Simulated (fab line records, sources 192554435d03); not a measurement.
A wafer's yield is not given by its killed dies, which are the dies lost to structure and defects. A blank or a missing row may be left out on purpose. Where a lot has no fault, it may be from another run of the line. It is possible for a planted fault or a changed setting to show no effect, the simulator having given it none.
Split-lot experiment -- flow n5_finfet -- 39 wafers read from 7 lots, route of 1938 steps

THE SPLIT ITSELF
At N5_BEOL_M3_ALD_98 (deposits SiO2, target thk 2.5 nm, pulse time 1 s, co reactant pulse time 1 s), the setting ald_cycles was moved away from the recipe's 17 on 15 of the 39 wafers read, by -52.9% to +52.9%. This setting was run at the recipe's value on the other wafers.

The reading comes from the split's own step.

THE READING
SiO2_of_BEOL_M3_ALD_98.thk_nm (the simulator's own value, which no gauge read), in nm, at N5_BEOL_M3_ALD_98 (deposits SiO2, target thk 2.5 nm, pulse time 1 s, co reactant pulse time 1 s). The file does not state a usual value for it. The 24 wafers here that ran the recipe average 2.5 nm, standard deviation 0.094 nm.

wafer,"tool, chamber at the split",ald_cycles as run,against the recipe,"SiO2_of_BEOL_M3_ALD_98.thk_nm, nm",against lot-mates on the recipe
L076.1,"ald_sin-04, 3,0,3",10,-41.2%,1.4,-1.1
L076.2,"ald_sin-04, 3,0,3",10,-41.2%,1.4,-1.1
L076.5,"ald_sin-04, 3,0,3",10,-41.2%,1.4,-1.1
L076.3,"ald_sin-04, 1",17,recipe,2.4,-
L076.4,"ald_sin-04, 2",17,recipe,2.6,-
L076.6,"ald_sin-04, 2",17,recipe,2.6,-
L080.1,"ald_sin-03, 1,2,1",9,-47.1%,1.4,-1.2
L080.5,"ald_sin-03, 1,2,1",9,-47.1%,1.4,-1.2
L080.6,"ald_sin-03, 1,2,1",9,-47.1%,1.4,-1.2
L080.2,"ald_sin-03, 3,0,2",17,recipe,2.6,-
L080.3,"ald_sin-03, 3,0,2",17,recipe,2.6,-
L080.4,"ald_sin-03, 3,0,2",17,recipe,2.6,-
L083.3,"ald_sin-04, 2,3",17,recipe,2.4,-
L083.4,"ald_sin-04, 2,3",17,recipe,2.4,-
L083.6,"ald_sin-04, 0",17,recipe,2.6,-
L086.1,"ald_sin-01, 2",17,recipe,2.6,-
L086.2,"ald_sin-01, 3,0",17,recipe,2.4,-
L086.6,"ald_sin-01, 3,0",17,recipe,2.4,-
L086.3,"ald_sin-01, 1,0,1",8,-52.9%,1.2,-1.3
L086.4,"ald_sin-01, 1,0,1",8,-52.9%,1.2,-1.3
L086.5,"ald_sin-01, 1,0,1",8,-52.9%,1.2,-1.3
L091.1,"ald_sin-04, 1,3,2,2,3",17,recipe,2.4,-
L091.2,"ald_sin-04, 1,3,2,2,3",17,recipe,2.4,-
L091.3,"ald_sin-04, 1,3,2,2,3",17,recipe,2.4,-
L091.5,"ald_sin-04, 1,3,2,2,3",17,recipe,2.4,-
L091.6,"ald_sin-04, 1,3,2,2,3",17,recipe,2.4,-
L091.4,"ald_sin-04, 0",17,recipe,2.6,-
L092.1,"ald_sin-04, 2,3,0",11,-35.3%,1.6,-0.8
L092.3,"ald_sin-04, 2,3,0",11,-35.3%,1.6,-0.8
L092.4,"ald_sin-04, 2,3,0",11,-35.3%,1.6,-0.8
L092.2,"ald_sin-04, 1,0,3",17,recipe,2.4,-
L092.5,"ald_sin-04, 1,0,3",17,recipe,2.4,-
L092.6,"ald_sin-04, 1,0,3",17,recipe,2.4,-
L095.1,"ald_sin-01, 1,2,3",26,+52.9%,3.8,+1.4
L095.3,"ald_sin-01, 1,2,3",26,+52.9%,3.8,+1.4
L095.4,"ald_sin-01, 1,2,3",26,+52.9%,3.8,+1.4
L095.2,"ald_sin-01, 0,1,2",17,recipe,2.4,-
L095.5,"ald_sin-01, 0,1,2",17,recipe,2.4,-
L095.6,"ald_sin-01, 0,1,2",17,recipe,2.4,-
The file does not say which wafer passed through which chamber wherever a row lists several chambers: such a row stands for several wafers.

FIT RESULTS
A straight line over all 39 wafers: SiO2_of_BEOL_M3_ALD_98.thk_nm changes by +0.0245 nm for each +1% of ald_cycles; r = +0.99; the points scatter about the line by 0.082 nm.
The same after taking each lot's own level away (the mean of its wafers on the recipe; 39 wafers): +0.0255 nm for each +1%; r = +1.00; scatter 0.071 nm.
That fit puts the effect of the largest move of ald_cycles on the reading at 1.3 nm.
Across the lots, their own levels run from 2.40 to 2.60 nm, a range of 2.1 times the standard deviation given above.
Consequently the slope shifts little with the lot-to-lot level, the two slopes agreeing.
Check: -1.34 nm against its lot-mates is what the line predicts for one of the wafers moved furthest among these (-52.9%) when that wafer is left out of the fit. Against them it came out at -1.27 nm.

OTHER SPLITS APPLIED TO THESE WAFERS
Other splits were also applied to these wafers ahead of the reading. Each is held against what the fit with the lots' levels taken away leaves over:
other split on the same wafers,wafers away from the commonest value,r with SiO2_of_BEOL_M3_ALD_98.thk_nm (lot level and that fit taken away)
N5_DUMMY_GATE_DESCUM_20 time_s,18,-0.03
N5_HKMG_FIN_ETCH_55 time_s,12,+0.22
N5_BEOL_M0_SAQP_PECVD_97 time_s,12,-0.07

THE FILE'S OWN FIT
SiO2_of_BEOL_M3_ALD_98.thk_nm changes by +0.0253 nm for each +1% of ald_cycles, r = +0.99.
